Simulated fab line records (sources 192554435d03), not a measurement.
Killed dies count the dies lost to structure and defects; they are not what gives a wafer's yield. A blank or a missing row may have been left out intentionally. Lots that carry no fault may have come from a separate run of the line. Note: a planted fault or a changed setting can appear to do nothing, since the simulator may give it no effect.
Chamber matching	flow n5 finfet	rie diel-01 running N5_BEOL_M15_STRIP_36: 4 sister chambers
The step strips in O2. 4 wafers are shown with their chamber, then 8 later ones without.

EACH WAFER AND ITS CHAMBER
wafer	chamber	showerhead plenum p Torr (Torr)
L081.4	0	2.12
L084.6	3	1.91
L089.5	2	2.10
L093.1	1	2.17

WAFERS WHOSE CHAMBER IS MISSING
wafer	showerhead plenum p Torr (Torr)
L093.3	2.09
L093.6	1.91
L092.1	2.17
L092.2	1.91
L092.4	2.09
L097.4	2.17
L097.5	2.17
L097.6	2.09

THE CHAMBER EACH PASSED THROUGH
wafer	from the rows above	in truth
L093.3	2	2
L093.6	3	3
L092.1	1	1
L092.2	3	3
L092.4	2	2
L097.4	1	1
L097.5	1	1
L097.6	2	2
Correct placement for 8 of the 8. Number that these rows cannot place: 0. Placed wrongly: 0.
How it was worked out, from the rows above alone: a wafer's distance from a chamber is the root of the sum, over the readings, of the square of ((its reading less the chamber's mean) divided by the reading's scatter). The wafer belongs to the nearest chamber; if the next one is less than 2 further off, it can't be placed. The mean given for a chamber averages the wafers shown for that chamber. The scatter: root of mean squared gap, hidden wafer to nearest shown wafer, with one shown wafer a chamber.
